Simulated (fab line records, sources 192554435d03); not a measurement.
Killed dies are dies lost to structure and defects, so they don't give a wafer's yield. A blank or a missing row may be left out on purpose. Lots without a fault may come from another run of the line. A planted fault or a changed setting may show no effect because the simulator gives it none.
fab line records | flow n5_finfet
record lots=7 wafers=39
route steps=1938 shown FIN_SAQP@130 FIN_CUT@160 DUMMY_GATE@220 SD_EPI_N@278 HKMG_FIN@386 MOL_CONTACT_COAG@608
start_h: hours from the record's first day to the start of the lot's first wafer shown | wait_h: hours since the lot's step before | " the same as in the row above | L1.1+2: a row that stands for several wafers | - no value, or no start given | * or withheld: withheld | < > ~ a bound
route shown NAME@n: a module of which the file shows steps, and the number in the route of the first | usual: mean/standard deviation of fault-free wafers | same: alike in all rows | chamber/n: place in a boat | sites: the reading at each site | _std_site: their standard deviation | _edge_site: outer sites' mean less inner sites' | radius_mm: how far each site lies from the wafer's centre | mask NAME#n: copy n | behind: the tool/chamber that last shaped the wafer | hold: why the lot was held/for how many hours/how that ended | device: the transistor (n, p or np) that didn't switch | end of line: the same wafers' tests at the end of the route | a step without rows: its recipe alone | killed: dies lost to structure and defects at the first sort, not the wafer's yield | map: a wafer's dies, x killed, . not, _ none there
set.NAME: the setting as run; set.NAME@STEP: as run at that earlier step | model.NAME: the simulator's own value behind a step, which no gauge read
lots whose settings were changed on purpose; a table a step, a row a wafer
## steps
# step N5_FIN_SAQP_ETCH_65
# recipe chemistry=CF4 target=SiO2 target_depth_a=40 ion_energy_ev=350 time_s=4.4 pressure_mtorr=10 icp_w=800 bias_w=400 cf4_flow_sccm=80
# columns lot.wafer tool chamber start_h wait_h set.time_s model.etch.depth_nm
L080.1 rie_si-04 3 60.03 0.1 4.4 3.79
L080.2 " 1 " " 4.4 3.95
L080.3 " 2 " " 4.4 3.978
L080.4 " 0 " " 4.4 3.885
L080.5 " 3 " " 4.4 3.822
L080.6 " 2 " " 4.4 4.014
L081.1 rie_si-03 1 66.41 0.1 3.674 3.387
L081.2 " 3 " " 3.674 3.25
L081.3 " 2 " " 4.4 3.993
L081.4 " 0 " " 4.4 3.875
L081.5 " 0 " " 3.674 3.26
L081.6 " 1 " " 4.4 4.068
L083.1 rie_si-05 1 78.21 0.1 4.4 3.999
L083.2 " 0 " " 4.4 4.06
L083.3+6 " 3,0 " " 4.776 4.459
L083.4 " 2 " " 4.4 3.794
L083.5 " 1 " " 4.776 4.388
L085.1 rie_si-04 3 91.01 0.1 4.721 4.104
L085.2 " 1 " " 4.4 3.938
L085.3 " 2 " " 4.721 4.3
L085.4 " 0 " " 4.4 3.914
L085.5 " 2 " " 4.721 4.316
L085.6 " 1 " " 4.4 3.913
L088.1 rie_si-03 0 111.20 0.1 4.4 3.874
L088.4 " 1 " " 4.4 4.076
L088.5 " 1 " " 4.4 4.103
L089.1 rie_si-03 0 116.87 0.1 4.4 3.884
L089.2 " 3 " " 5.361 4.682
L089.3 " 2 " " 4.4 4.031
L089.4 " 1 " " 5.361 4.995
L089.5 " 0 " " 4.4 3.859
L089.6 " 1 " " 5.361 4.97
L095.1 rie_si-03 1 150.70 0.1 4.9 4.543
L095.2 " 0 " " 4.4 3.861
L095.3 " 3 " " 4.4 3.887
L095.4 " 2 " " 4.9 4.514
L095.5 " 2 " " 4.4 4.023
L095.6 " 1 " " 4.9 4.582
# step N5_FIN_CUT_EXPOSE_05
# recipe mask_id=FIN_CUT na=0.33 source_shape=annular sigma_inner=0.35 sigma_outer=0.8 polarization=unpolarized dose_mj=45.75
# columns lot.wafer tool chamber start_h wait_h mask set.dose_mj
L080.1+2+3+4+5+6 euv_scanner-01 0 62.65 - FIN_CUT#0 45.75
L081.1+5+6 euv_scanner-02 0 68.74 - FIN_CUT#0 45.75
L081.2+3+4 " 0 " " FIN_CUT#0 43.12
L083.1+5+6 euv_scanner-01 0 80.76 - FIN_CUT#0 45.75
L083.2+3+4 " 0 " " FIN_CUT#0 48.96
L085.1+4+6 euv_scanner-02 0 93.56 - FIN_CUT#0 46.74
L085.2+3+5 " 0 " " FIN_CUT#0 45.75
L088.1+4+5 euv_scanner-02 0 113.91 - FIN_CUT#0 45.75
L089.1+2+3+4+5+6 euv_scanner-02 0 119.05 - FIN_CUT#0 45.75
L095.1+2+3+4+5+6 euv_scanner-02 0 152.97 - FIN_CUT#0 45.75
# step N5_FIN_CUT_PEB_06
# recipe peb_temp_c=100 peb_time_s=60 resist=CAR-EUV
# step N5_FIN_CUT_DEVELOP_07
# recipe develop_time_s=30 developer=TMAH resist=CAR-EUV rinse_liquid=surfactant_rinse dry=air_spin dev_temp_c=23
# step N5_FIN_CUT_CD_MEAS_08
# recipe target_cd_nm=29.1 landing_energy_ev=500 detector=se_inlens polarity=opening
# usual cd_nm=29.12/0.23
# columns lot.wafer tool chamber start_h wait_h set.dose_mj@FIN_CUT_EXPOSE_05 cd_nm
L080.1 cd_sem-01 0 62.78 - 45.75 29.50
L080.2 " 0 " " 45.75 29.15
L080.3 " 0 " " 45.75 29.26
L080.4 " 0 " " 45.75 29.15
L080.5 " 0 " " 45.75 29.22
L080.6 " 0 " " 45.75 29.32
L081.1 cd_sem-02 0 68.88 - 45.75 29.16
L081.2 " 0 " " 43.12 27.82
L081.3 " 0 " " 43.12 28.06
L081.4 " 0 " " 43.12 28.27
L081.5 " 0 " " 45.75 29.19
L081.6 " 0 " " 45.75 28.97
L083.1 cd_sem-01 0 80.90 - 45.75 28.97
L083.2 " 0 " " 48.96 30.26
L083.3 " 0 " " 48.96 30.54
L083.4 " 0 " " 48.96 30.71
L083.5 " 0 " " 45.75 29.10
L083.6 " 0 " " 45.75 29.29
L085.1 cd_sem-03 0 93.70 - 46.74 29.91
L085.2 " 0 " " 45.75 29.30
L085.3 " 0 " " 45.75 29.24
L085.4 " 0 " " 46.74 29.16
L085.5 " 0 " " 45.75 29.09
L085.6 " 0 " " 46.74 29.73
L088.1 cd_sem-02 0 114.04 - 45.75 29.22
L088.4 " 0 " " 45.75 29.44
L088.5 " 0 " " 45.75 28.69
L089.1 cd_sem-02 0 119.19 - 45.75 29.15
L089.2 " 0 " " 45.75 29.08
L089.3 " 0 " " 45.75 29.34
L089.4 " 0 " " 45.75 29.03
L089.5 " 0 " " 45.75 29.26
L089.6 " 0 " " 45.75 28.99
L095.1 cd_sem-01 0 153.10 - 45.75 29.21
L095.2 " 0 " " 45.75 29.04
L095.3 " 0 " " 45.75 28.92
L095.4 " 0 " " 45.75 29.01
L095.5 " 0 " " 45.75 29.20
L095.6 " 0 " " 45.75 28.55
# step N5_FIN_CUT_DESCUM_13
# recipe chemistry=O2 time_s=7 source_power_w=50 bias_power_w=20 pressure_mtorr=20 rf_frequency_hz=2.712e+07 temp_c=40 resist=CAR-EUV o2_flow_sccm=225
# step N5_FIN_CUT_ETCH_30
# recipe chemistry=N2/H2 target=underlayer target_depth_a=130 mask_material=CAR-EUV time_s=10.4 ion_energy_ev=200 pressure_mtorr=30 source_w=840 bias_w=150 n2_flow_sccm=200 h2_flow_sccm=200 ends=cleared
# columns lot.wafer tool chamber start_h wait_h set.dose_mj@FIN_CUT_EXPOSE_05 model.FIN_CUT.cd_offset_nm
L080.1+3+4+5+6 rie_diel-04 1,0,0,3,1 62.95 0.0 45.75 0
L080.2 " 3 " " 45.75 -0.2
L081.1 rie_diel-06 1 69.04 0.0 45.75 0
L081.2 " 2 " " 43.12 -1.2
L081.3 " 0 " " 43.12 -0.8
L081.4 " 3 " " 43.12 -1
L081.5+6 " 1,0 " " 45.75 0.2
L083.1 rie_diel-06 1 81.06 0.0 45.75 0.2
L083.2 " 2 " " 48.96 1.2
L083.3+4 " 0,3 " " 48.96 1.4
L083.5+6 " 3,2 " " 45.75 0
L085.1+4 rie_diel-04 3,2 93.85 0.0 46.74 0.4
L085.2 " 0 " " 45.75 0
L085.3+5 " 1 " " 45.75 0.2
L085.6 " 2 " " 46.74 0.6
L088.1 rie_diel-02 1 114.20 0.0 45.75 0.2
L088.4+5 " 2,1 " " 45.75 0
L089.1+3+4+5+6 rie_diel-06 1,2,3,3,0 119.34 0.0 45.75 0.2
L089.2 " 0 " " 45.75 0.4
L095.1 rie_diel-02 2 153.26 0.0 45.75 0
L095.2 " 1 " " 45.75 0.2
L095.3 " 0 " " 45.75 -0.4
L095.4+5+6 " 3,0,3 " " 45.75 -0.2
# step N5_FIN_CUT_ETCH_20
# recipe chemistry=CF4 target=SiARC target_depth_a=260 mask_material=CAR-EUV time_s=43.3 ion_energy_ev=80 pressure_mtorr=40 source_w=545 bias_w=36 Ar_flow_sccm=100 cf4_flow_sccm=100 ends=cleared
# columns lot.wafer tool chamber start_h wait_h set.dose_mj@FIN_CUT_EXPOSE_05 model.FIN_CUT.cd_offset_nm
L080.1+2+3+6 rie_diel-04 1,3,0,1 62.97 0.0 45.75 0
L080.4 " 0 " " 45.75 -0.2
L080.5 " 3 " " 45.75 0.2
L081.1+5 rie_diel-06 1 69.06 0.0 45.75 0
L081.2 " 2 " " 43.12 -1.4
L081.3 " 0 " " 43.12 -0.6
L081.4 " 3 " " 43.12 -1.2
L081.6 " 0 " " 45.75 0.2
L083.1+5 rie_diel-06 1,3 81.08 0.0 45.75 0
L083.2+3+4 " 2,0,3 " " 48.96 1.2
L083.6 " 2 " " 45.75 -0.2
L085.1 rie_diel-04 3 93.87 0.0 46.74 0.6
L085.2+3+5 " 0,1,1 " " 45.75 0
L085.4 " 2 " " 46.74 0.2
L085.6 " 2 " " 46.74 0.4
L088.1 rie_diel-02 1 114.22 0.0 45.75 0.4
L088.4 " 2 " " 45.75 0.2
L088.5 " 1 " " 45.75 0
L089.1+4+5 rie_diel-06 1,3,3 119.36 0.0 45.75 0
L089.2+3+6 " 0,2,0 " " 45.75 0.2
L095.1+2 rie_diel-02 2,1 153.28 0.0 45.75 0
L095.3+5 " 0 " " 45.75 -0.4
L095.4+6 " 3 " " 45.75 -0.2
# step N5_DUMMY_GATE_HM_DEP_06
# recipe material=SiNx target_thk_a=800 precursor=DCS/NH3 temp_c=700 pressure_mtorr=300 time_s=5141
# columns lot.wafer tool chamber start_h wait_h set.time_s model.SiNx_of_DUMMY_GATE_HM_DEP_06.thk_nm
L080.1 - - - 0.0 5922 92.4
L080.2 " - " " 5922 93
L080.3 " - " " 5922 92
L080.4 " - " " 5922 92.2
L080.5+6 " - " " 5922 91.8
L081.1 - - - 0.0 4546 70.2
L081.2+3+5 " - " " 4546 70.4
L081.4 " - " " 4546 70.6
L081.6 " - " " 4546 69.8
L083.1 - - - 0.0 4831 74
L083.2 " - " " 4831 75
L083.3 " - " " 4831 73.8
L083.4 " - " " 4831 74.2
L083.5 " - " " 4831 74.4
L083.6 " - " " 4831 74.6
L085.1 - - - 0.0 5909 91.4
L085.2 " - " " 5909 90.4
L085.3+6 " - " " 5909 90.8
L085.4+5 " - " " 5909 91
L088.1+5 lpcvd-02 1/15,1/34 128.23 0.0 5141 79.4
L088.4 " 1/29 " " 5141 80.8
L089.1+5 - - - 0.0 5539 85.2
L089.2+6 " - " " 5539 85.6
L089.3+4 " - " " 5539 85
L095.1+5 - - - 0.0 4640 71.6
L095.2+6 " - " " 4640 72
L095.3+4 " - " " 4640 71.4
# step N5_SD_EPI_N_ETCH_45
# recipe chemistry=CH3F/O2 target=SiOCN target_depth_a=60 mask_material=SOC ion_energy_ev=60 bias_w=29 pressure_mtorr=15 source_w=410 Ar_flow_sccm=150 CH3F_flow_sccm=30 O2_flow_sccm=20
# columns lot.wafer tool chamber start_h wait_h set.target_depth_a model.etch.depth_nm
L080.1 rie_diel-03 0 84.15 0.1 53.56 5.201
L080.2 " 1 " " 60 6.098
L080.3 " 2 " " 60 5.871
L080.4 " 3 " " 53.56 5.406
L080.5 " 0 " " 53.56 5.182
L080.6 " 1 " " 60 6.102
L081.1 rie_diel-03 2 90.73 0.1 60 5.818
L081.2 " 1 " " 60 6.061
L081.3 " 3 " " 53.28 5.317
L081.4 " 0 " " 60 5.813
L081.5 " 1 " " 53.28 5.369
L081.6 " 0 " " 53.28 5.153
L083.1 rie_diel-01 2 102.76 0.1 66.63 6.689
L083.2 " 3 " " 60 5.965
L083.3 " 1 " " 60 6.006
L083.4 " 0 " " 66.63 6.516
L083.5 " 1 " " 66.63 6.672
L083.6 " 0 " " 60 5.849
L085.1 rie_diel-03 0 121.25 0.1 60 5.73
L085.2 " 2 " " 60 5.795
L085.3 " 3 " " 62.51 6.327
L085.4 " 1 " " 60 6.034
L085.5 " 1 " " 62.51 6.299
L085.6 " 2 " " 62.51 6.058
L088.1 rie_diel-05 1 135.58 0.1 60 5.821
L088.4 " 2 " " 60 5.816
L088.5 " 3 " " 60 5.901
L089.1 rie_diel-05 2 141.15 0.1 60 5.917
L089.2 " 1 " " 60 5.9
L089.3 " 0 " " 66.06 6.748
L089.4 " 3 " " 60 6.001
L089.5 " 1 " " 66.06 6.462
L089.6 " 2 " " 66.06 6.453
L095.1 rie_diel-03 0 176.03 0.1 66.93 6.508
L095.2 " 3 " " 60 6.115
L095.3 " 1 " " 66.93 6.807
L095.4 " 2 " " 60 5.94
L095.5 " 1 " " 60 6.062
L095.6 " 2 " " 66.93 6.597
# step N5_HKMG_FIN_HK_ALD_01
# recipe material=HfO2 target_thk_a=16 temp_c=withheld ald_precursor_family=HfCl4 ald_co_reactant=H2O pulse_time_s=3 purge_time_s=3 co_reactant_purge_time_s=2.5 co_reactant_pulse_time_s=0.3 ald_cycles=30
# columns lot.wafer tool chamber start_h wait_h set.ald_cycles
L080.1+2+3 ald_hk-01 3,0,2 107.09 0.0 30
L080.4+5+6 " 1,2,1 " " 35
L081.1+4+5 ald_hk-02 2,1,0 114.45 0.0 30
L081.2+3+6 " 3,0,3 " " 25
L083.1+2+3+4+5+6 ald_hk-03 3,2,0,1,3,0 122.75 0.0 30
L085.1+2+5 ald_hk-01 3,1,2 143.22 0.0 35
L085.3+4+6 " 0,2,1 " " 30
L088.1+4+5 ald_hk-01 2,0,1 157.67 0.0 30
L089.1+2+3+4+5+6 ald_hk-02 2,1,3,0,0,1 160.98 0.0 30
L095.1+2+4 ald_hk-03 0,1,2 198.56 0.0 28
L095.3+5+6 " 3,0,3 " " 30
# step N5_HKMG_FIN_HK_ANNEAL_02
# recipe temp_c=700 time_s=30 ambient=N2 idle_temp_c=600 ramp_up_c_per_s=150 ramp_down_c_per_s=60 cool_to_c=600
# step N5_HKMG_FIN_ALD_74
# recipe material=La2O3 target_thk_a=5 temp_c=250 ald_precursor_family=La-Cp ald_co_reactant=O3 pulse_time_s=6 co_reactant_pulse_time_s=1 purge_time_s=3 co_reactant_purge_time_s=3
# step N5_HKMG_FIN_WET_ETCH_82
# recipe chemistry=dHCl mix=1:10000 temp_c=25 target=La2O3 stop_on=HfO2 target_depth_nm=2 dry=ipa_marangoni rinse_time_s=30 rinse_temp_c=23
# step N5_HKMG_FIN_ALD_36
# recipe material=TiN target_thk_a=10 temp_c=400 ald_precursor_family=TiCl4 ald_co_reactant=NH3 pulse_time_s=1 purge_time_s=3 co_reactant_purge_time_s=2 co_reactant_pulse_time_s=2 ald_cycles=47 pressure_torr=3
# step N5_HKMG_FIN_THK_MEAS_70
# recipe thk_meas_gauge=xrf reads=HfO2_of_HKMG_FIN_HK_ALD_01
# usual HK_THK=1.636/0.02
# columns lot.wafer tool chamber start_h wait_h set.ald_cycles@HKMG_FIN_HK_ALD_01 HK_THK[nm]
L080.1 film_metro-02 - 111.74 0.2 30 1.662
L080.2 " - " " 30 1.608
L080.3 " - " " 30 1.619
L080.4 " - " " 35 1.930
L080.5 " - " " 35 1.951
L080.6 " - " " 35 1.941
L081.1 film_metro-01 - 117.92 0.2 30 1.605
L081.2 " - " " 25 1.353
L081.3 " - " " 25 1.328
L081.4 " - " " 30 1.621
L081.5 " - " " 30 1.627
L081.6 " - " " 25 1.365
L083.1 film_metro-01 - 126.30 0.2 30 1.640
L083.2 " - " " 30 1.659
L083.3 " - " " 30 1.646
L083.4 " - " " 30 1.616
L083.5 " - " " 30 1.647
L083.6 " - " " 30 1.648
L085.1 film_metro-02 - 146.57 0.2 35 1.978
L085.2 " - " " 35 1.901
L085.3 " - " " 30 1.632
L085.4 " - " " 30 1.657
L085.5 " - " " 35 1.919
L085.6 " - " " 30 1.672
L088.1 film_metro-02 - 161.20 0.2 30 1.631
L088.4 " - " " 30 1.620
L088.5 " - " " 30 1.580
L089.1 film_metro-01 - 165.56 0.2 30 1.635
L089.2 " - " " 30 1.651
L089.3 " - " " 30 1.638
L089.4 " - " " 30 1.633
L089.5 " - " " 30 1.623
L089.6 " - " " 30 1.631
L095.1 film_metro-02 - 202.23 0.2 28 1.508
L095.2 " - " " 28 1.505
L095.3 " - " " 30 1.623
L095.4 " - " " 28 1.543
L095.5 " - " " 30 1.641
L095.6 " - " " 30 1.606
# step N5_MOL_CONTACT_COAG_ALD_133
# recipe material=SiO2 target_thk_a=50 temp_c=100 ald_precursor_family=BDEAS ald_co_reactant=O2-plasma pulse_time_s=1 co_reactant_pulse_time_s=1 purge_time_s=2 co_reactant_purge_time_s=2 ald_cycles=35 pressure_torr=2
# columns lot.wafer tool chamber start_h wait_h set.ald_cycles model.SiO2_of_MOL_CONTACT_COAG_ALD_133.thk_nm
L080.1+3+6 ald_sin-01 0,3,1 137.40 0.1 35 5
L080.2+4+5 " 2,1,2 " " 41 5.8
L081.1+2+3+4+5+6 ald_sin-04 1,2,0,3,2,1 144.73 0.1 35 5
L083.1+2+3+4+5+6 ald_sin-02 2,1,0,3,1,0 150.36 0.1 35 5
L085.1+2+3+4+5+6 ald_sin-02 1,3,0,2,2,1 171.66 0.1 35 5
L088.1+4+5 ald_sin-04 0,1,1 189.50 0.2 35 5
L089.1+3+4 ald_sin-02 1,3,0 192.21 0.5 35 5
L089.2+5+6 " 2,3,2 " " 37 5.2
L095.1+3+4 ald_sin-01 3,1,3 228.18 0.1 29 4.2
L095.2+5+6 " 2,1,2 " " 35 5
# step N5_MOL_CONTACT_COAG_ETCH_67
# recipe chemistry=N2/H2 target=SOC target_depth_a=600 overetch_a=210 mask_material=SiARC temp_c=40 time_s=101.2 ion_energy_ev=200 pressure_mtorr=30 source_w=840 bias_w=150 n2_flow_sccm=200 h2_flow_sccm=200
# usual rf_vpp_V=524.1/2.2
# columns lot.wafer tool chamber start_h wait_h set.source_w rf_vpp_V
L080.1 rie_diel-05 3 137.61 0.0 840 520.0
L080.2 " 1 " " 980.1 499.8
L080.3 " 0 " " 980.1 499.9
L080.4 " 2 " " 840 525.3
L080.5 " 1 " " 980.1 499.1
L080.6 " 2 " " 840 525.8
L081.1 rie_diel-03 2 144.98 0.0 840 524.7
L081.2 " 1 " " 840 524.6
L081.3 " 0 " " 723.3 553.6
L081.4 " 3 " " 723.3 547.2
L081.5 " 2 " " 840 524.6
L081.6 " 1 " " 723.3 552.1
L083.1 rie_diel-03 1 150.69 0.0 692.6 559.7
L083.2 " 2 " " 840 524.4
L083.3 " 0 " " 840 526.3
L083.4 " 3 " " 692.6 556.3
L083.5 " 3 " " 840 520.7
L083.6 " 2 " " 692.6 557.8
L085.1 rie_diel-01 3 171.98 0.0 760.2 540.6
L085.2 " 0 " " 840 522.0
L085.3 " 1 " " 760.2 540.8
L085.4 " 2 " " 840 522.2
L085.5 " 0 " " 840 523.8
L085.6 " 1 " " 760.2 541.3
L088.1 rie_diel-05 0 190.37 0.0 840 524.0
L088.4 " 0 " " 840 526.0
L088.5 " 2 " " 840 525.9
L089.1 rie_diel-03 3 192.60 0.0 840 521.2
L089.2 " 0 " " 840 527.8
L089.3 " 1 " " 929.7 507.6
L089.4 " 3 " " 929.7 503.1
L089.5 " 0 " " 929.7 507.4
L089.6 " 1 " " 840 525.5
L095.1 rie_diel-01 2 228.39 0.0 840 523.3
L095.2 " 1 " " 840 521.4
L095.3 " 0 " " 840 522.2
L095.4 " 3 " " 840 523.5
L095.5 " 1 " " 840 523.3
L095.6 " 2 " " 840 522.8
## key
split step=N5_FIN_SAQP_ETCH_65 setting=time_s stated=4.4 by=wafer
response step=N5_FIN_SAQP_ETCH_65 reading=model.etch.depth_nm change=+0.0455 per=1% r=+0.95
split step=N5_FIN_CUT_EXPOSE_05 setting=dose_mj stated=45.75 by=wafer
response step=N5_FIN_CUT_CD_MEAS_08 reading=cd_nm change=+0.191 per=1% r=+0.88
response step=N5_FIN_CUT_ETCH_30 reading=model.FIN_CUT.cd_offset_nm change=+0.185 per=1% r=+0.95
response step=N5_FIN_CUT_ETCH_20 reading=model.FIN_CUT.cd_offset_nm change=+0.187 per=1% r=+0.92
split step=N5_DUMMY_GATE_HM_DEP_06 setting=time_s stated=5141 by=lot
response step=N5_DUMMY_GATE_HM_DEP_06 reading=model.SiNx_of_DUMMY_GATE_HM_DEP_06.thk_nm change=+0.799 per=1% r=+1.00
split step=N5_SD_EPI_N_ETCH_45 setting=target_depth_a stated=60 by=wafer
response step=N5_SD_EPI_N_ETCH_45 reading=model.etch.depth_nm change=+0.0607 per=1% r=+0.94
split step=N5_HKMG_FIN_HK_ALD_01 setting=ald_cycles stated=30 by=wafer
response step=N5_HKMG_FIN_THK_MEAS_70 reading=HK_THK change=+0.0171 per=1% r=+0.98
split step=N5_MOL_CONTACT_COAG_ALD_133 setting=ald_cycles stated=35 by=wafer
response step=N5_MOL_CONTACT_COAG_ALD_133 reading=model.SiO2_of_MOL_CONTACT_COAG_ALD_133.thk_nm change=+0.0461 per=1% r=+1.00
split step=N5_MOL_CONTACT_COAG_ETCH_67 setting=source_w stated=840 by=wafer
response step=N5_MOL_CONTACT_COAG_ETCH_67 reading=rf_vpp_V change=-1.77 per=1% r=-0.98
